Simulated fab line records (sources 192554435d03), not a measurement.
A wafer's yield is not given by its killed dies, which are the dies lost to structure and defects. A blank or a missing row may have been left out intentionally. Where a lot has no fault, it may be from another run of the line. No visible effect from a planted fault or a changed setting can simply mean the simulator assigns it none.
Matching of chambers	flow n5Finfet	uvCure-02 running N5_BEOL_M9_CURE_71: 3 sister chambers
The step cures SiCOH lowk, time 240 s. 3 wafers are shown with their chamber, then 8 later ones without.

## WAFERS PAIRED WITH THEIR CHAMBERS
wafer	chamber	wafer_temp_C_max
L076.4	1	386.5
L080.5	0	386.1
L090.3	2	386.3

## WAFERS WITH NO CHAMBER GIVEN
wafer	wafer_temp_C_max
L090.4	386.0
L090.5	386.5
L092.2	386.9
L092.3	386.2
L092.5	386.4
L094.1	386.1
L094.3	386.1
L094.4	386.2

## CHAMBER TAKEN BY EACH
wafer	from the rows above	in truth
L090.4	can't be placed: 0 or 2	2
L090.5	can't be placed: 1 or 2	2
L092.2	can't be placed: 1 or 2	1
L092.3	can't be placed: 0 or 2 or 1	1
L092.5	can't be placed: 2 or 1 or 0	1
L094.1	can't be placed: 0 or 2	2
L094.3	can't be placed: 0 or 2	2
L094.4	can't be placed: 0 or 2 or 1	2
Correct placement for 0 of the 8. These rows do not allow placing 8 (true chamber among the candidates in 8). Wrongly placed: 0.
How it was worked out, from the rows above alone: a wafer's distance from a chamber is the root of the sum, over the readings, of the square of ((its reading less the chamber's mean) divided by the reading's scatter). If the next closest chamber is less than 2 further off than the closest, the wafer can't be placed; otherwise it belongs to the closest. For every chamber, the mean is computed from those of its wafers that are shown. The scatter: root of mean squared gap, hidden wafer to nearest shown wafer, with one shown wafer a chamber.
